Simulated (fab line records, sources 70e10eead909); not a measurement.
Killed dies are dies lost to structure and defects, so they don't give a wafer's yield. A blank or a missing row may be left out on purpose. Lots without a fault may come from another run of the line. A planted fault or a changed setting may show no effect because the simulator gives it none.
A struck lot beside a sound one | flow nand_harc | 14 steps out of a route of 1302
Sound: wafers L773.2, L773.3, L773.4. Struck: wafers L766.2, L766.4, L766.6. The cause comes at the end.
At each step with rows: each side's tool, then ch and its chambers, then its first start. Under that, the readings that differ: sound wafers | struck wafers | difference of the means | sigmas: that difference in standard deviations of wafers without a fault.
alike: readings whose means differ by less than 2 such deviations, and words and numbers that are the same on both sides. not compared: withheld readings, readings that some wafer has no value for, bounds like >300 that may hide the same value, and numbers for which the record gives no deviation and whose values overlap.
The two part at a step that has a row with sigmas, a row that says differs or no value, or rows on one side only. Numbers that don't overlap but have no deviation are shown without sigmas and don't part them. A reading that every wafer of one side lacks parts them only if that side has two wafers or more.

first, 1 step without rows for these wafers: NHARC_A_CHANNEL_FILL_D1_ALD_02 (deposits SiO2, target thk 6 nm, pulse time 10 s, ald cycles 60).
NHARC_A_CHANNEL_FILL_D1_ALD_03: deposits SiNx, target thk 6 nm, pulse time 60 s, ald cycles 58.
  sound on ald_sin_batch-01 ch 0; struck on ald_sin_batch-03 ch 0
  alike: precursor_pulse_height_rel
NHARC_A_CHANNEL_FILL_D1_ALD_14: deposits SiO2, target thk 2.5 nm, pulse time 10 s, ald cycles 25.
  sound on ald_hk-03 ch 1,2,3, day 15 03:07; struck on ald_hk-02 ch 0,3, day 12 09:02
  alike: heater_power_w, precursor_pulse_height_rel
NHARC_A_CHANNEL_FILL_D1_ALD_15: deposits SiNx, target thk 2 nm, pulse time 60 s, ald cycles 19.
  sound on ald_sin_batch-02 ch 0; struck on ald_sin_batch-01 ch 0
  alike: precursor_pulse_height_rel
NHARC_A_CHANNEL_FILL_D1_ALD_16: deposits SiO2, target thk 1.5 nm, pulse time 10 s, ald cycles 15.
  sound on ald_hk-03 ch 0,2,3, day 15 08:16; struck on ald_hk-02 ch 1,3, day 12 15:24
  alike: heater_power_w, precursor_pulse_height_rel
then, 4 steps without rows for these wafers: NHARC_A_CHANNEL_FILL_D1_ANNEAL_17 (time 1800 s); NHARC_A_CHANNEL_FILL_D1_CVD_18 (deposits poly-Si, target thk 3 nm); NHARC_A_CHANNEL_FILL_D1_ETCHBACK_19 (etches the open film in HBr/Cl2, target depth 5 nm, time 1.7 s); NHARC_A_CHANNEL_FILL_D1_ETCHBACK_20 (etches the open film in C4F8/O2/Ar, target depth 27 nm, time 13.5 s).
NHARC_A_CHANNEL_FILL_D1_STRIP_28: strips in O2, time 20 s.
  sound on rie_diel-01 ch 1,2,3, day 15 20:10; struck on rie_diel-13 ch 1,2,3, day 13 03:52
  alike: chamber_pressure_mTorr, drypump_motor_current_A, o2_flow_sccm, oes_product_au, rf_vpp_V, showerhead_plenum_p_Torr, throttle_valve_pct
  not compared: rf_hours_counter_h
then, 2 steps without rows for these wafers: NHARC_A_CHANNEL_FILL_D1_PRECLEAN_21 (cleans in dHF, time 30 s); NHARC_A_CHANNEL_FILL_D1_SRD_23.
NHARC_A_CHANNEL_FILL_D1_CVD_05: deposits poly-Si, target thk 5 nm.
  sound on lpcvd_poly-02 ch 0, day 15 22:44; struck on lpcvd_poly-04, day 13 06:15
  no value came back on the struck wafers for spike_tc_bottom_C (C), spike_tc_centre_C (C), spike_tc_lower_C (C); on the sound wafers spike_tc_bottom_C (C) reads 571.4 572.2 572.7
then, 1 step without rows for these wafers: NHARC_A_CHANNEL_FILL_D1_ANNEAL_22 (time 7200 s).

WHERE THEY PART
Only at NHARC_A_CHANNEL_FILL_D1_CVD_05, within this record.

WHY: what the simulator had put in
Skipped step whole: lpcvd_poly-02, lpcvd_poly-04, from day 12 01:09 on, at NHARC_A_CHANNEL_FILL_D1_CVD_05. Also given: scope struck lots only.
